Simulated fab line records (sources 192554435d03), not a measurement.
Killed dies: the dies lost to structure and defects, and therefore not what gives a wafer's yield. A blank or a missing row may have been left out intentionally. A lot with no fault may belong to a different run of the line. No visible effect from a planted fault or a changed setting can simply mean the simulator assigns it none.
Lot-split experiment + flow n5_finfet + on a route of 1938 steps: 7 lots, 21 wafers read

## THE SPLIT
At N5_ZERO_LAYER_PECVD_02 (deposits SiO2 from SiH4/N2O, target thk 10 nm, time 6 s), the setting time_s was moved away from the recipe's 6 s on 6 of the 21 wafers read, by -13.5% to -4.6%. The other wafers ran this setting at the recipe's value.

The split's own step is where the reading is taken.

## THE READING
SiO2_of_ZERO_LAYER_PECVD_02.thk_nm (the simulator's own value, which no gauge read), in nm, at N5_ZERO_LAYER_PECVD_02 (deposits SiO2 from SiH4/N2O, target thk 10 nm, time 6 s). The file gives no usual value for it. Here, 15 wafers ran the recipe; their average is 9.976 nm with a standard deviation of 0.12 nm.

| wafer  | tool, chamber at the split | time_s as run, s | against the recipe | SiO2_of_ZERO_LAYER_PECVD_02.thk_nm, nm | against lot-mates on the recipe |
|--------|----------------------------|------------------|--------------------|----------------------------------------|---------------------------------|
| L078.1 | pecvd-04, 1                | 6                | recipe             | 10.09                                  | -                               |
| L078.3 | pecvd-04, 0                | 5.188            | -13.5%             | 8.68                                   | -1.410                          |
| L078.6 | pecvd-04, 0                | 5.188            | -13.5%             | 8.684                                  | -1.406                          |
| L079.1 | pecvd-01, 2                | 6                | recipe             | 9.725                                  | -                               |
| L079.3 | pecvd-01, 2                | 6                | recipe             | 9.842                                  | -                               |
| L079.6 | pecvd-01, 1                | 6                | recipe             | 10.03                                  | -                               |
| L081.3 | pecvd-01, 0                | 5.548            | -7.5%              | 9.293                                  | no lot-mate on the recipe       |
| L081.5 | pecvd-01, 2                | 5.548            | -7.5%              | 9.351                                  | no lot-mate on the recipe       |
| L081.6 | pecvd-01, 0                | 5.548            | -7.5%              | 9.228                                  | no lot-mate on the recipe       |
| L088.1 | pecvd-02, 1                | 6                | recipe             | 9.957                                  | -                               |
| L088.3 | pecvd-02, 2                | 6                | recipe             | 9.94                                   | -                               |
| L088.4 | pecvd-02, 2                | 6                | recipe             | 10.14                                  | -                               |
| L090.2 | pecvd-04, 1                | 5.723            | -4.6%              | 9.523                                  | -0.597                          |
| L090.4 | pecvd-04, 1                | 6                | recipe             | 10.13                                  | -                               |
| L090.5 | pecvd-04, 0                | 6                | recipe             | 10.11                                  | -                               |
| L092.1 | pecvd-01, 0                | 6                | recipe             | 9.993                                  | -                               |
| L092.3 | pecvd-01, 1                | 6                | recipe             | 9.964                                  | -                               |
| L092.5 | pecvd-01, 0                | 6                | recipe             | 9.944                                  | -                               |
| L095.1 | pecvd-02, 2                | 6                | recipe             | 9.85                                   | -                               |
| L095.3 | pecvd-02, 0                | 6                | recipe             | 9.87                                   | -                               |
| L095.6 | pecvd-02, 1                | 6                | recipe             | 10.06                                  | -                               |

FIT RESULTS
A straight line over all 21 wafers: SiO2_of_ZERO_LAYER_PECVD_02.thk_nm changes by +0.0945 nm for each +1% of time_s; r = +0.97; the points scatter about the line by 0.11 nm.
The same after taking each lot's own level away (the mean of its wafers on the recipe; 18 wafers): +0.105 nm for each +1%; r = +0.98; scatter 0.084 nm.
The reading moves by 1.4 nm for the largest change in time_s, on that fit.
From 9.8657 to 10.1200 nm: that is the span of the lots' own levels, equal to 2.2 times the standard deviation above.
Hence the slope depends on the lot-to-lot level, as the two fits are not the same.
Check: for one of the wafers moved furthest among these (-13.5%), held out of the fit, the line's prediction against its lot-mates is -1.44 nm. Against them it came out at -1.41 nm.

## FILE'S OWN FIT
SiO2_of_ZERO_LAYER_PECVD_02.thk_nm changes by +0.107 nm for each +1% of time_s, r = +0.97.
